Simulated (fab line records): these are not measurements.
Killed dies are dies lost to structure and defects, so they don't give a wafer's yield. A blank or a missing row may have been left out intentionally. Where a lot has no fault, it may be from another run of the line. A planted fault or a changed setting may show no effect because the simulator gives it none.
Chamber matching -- flow n5 finfet -- N5_BEOL_M14_ETCH_67 on rie diel-03 has 4 sister chambers
The step etches SiARC in CF4, target depth 143 nm, time 238.3 s. 4 wafers are shown with their chamber, then 9 later ones without.

## WAFERS PAIRED WITH THEIR CHAMBERS
wafer,chamber,drypump motor current A (A)
L084.2,2,5.3
L083.1,3,6.3
L083.2,0,5.7
L083.4,1,5.3

## WAFERS MISSING THEIR CHAMBER
wafer,drypump motor current A (A)
L092.3,5.3
L092.4,5.7
L092.6,6.3
L095.2,5.2
L095.3,5.7
L095.4,5.3
L096.2,6.3
L096.3,5.3
L096.4,5.7

## WHICH CHAMBER EACH WENT THROUGH
wafer,from the rows above,in truth
L092.3,can't be placed: 1 or 2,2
L092.4,0,0
L092.6,3,3
L095.2,can't be placed: 1 or 2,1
L095.3,0,0
L095.4,can't be placed: 1 or 2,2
L096.2,3,3
L096.3,can't be placed: 1 or 2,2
L096.4,0,0
5 of 9 placed correctly. Can't be placed from these rows: 4 (the true chamber is among the candidates in 4). Number placed wrongly: 0.
How it was worked out, from the rows above alone: a wafer's distance from a chamber is the root of the sum, over the readings, of the square of ((its reading less the chamber's mean) divided by the reading's scatter). If the next closest chamber is less than 2 further off than the closest, the wafer can't be placed; otherwise it belongs to the closest. Each chamber's mean is taken over the wafers shown for it. The scatter: with one shown wafer a chamber, the root of the mean of the squares of how far each hidden wafer lies from its nearest shown one.
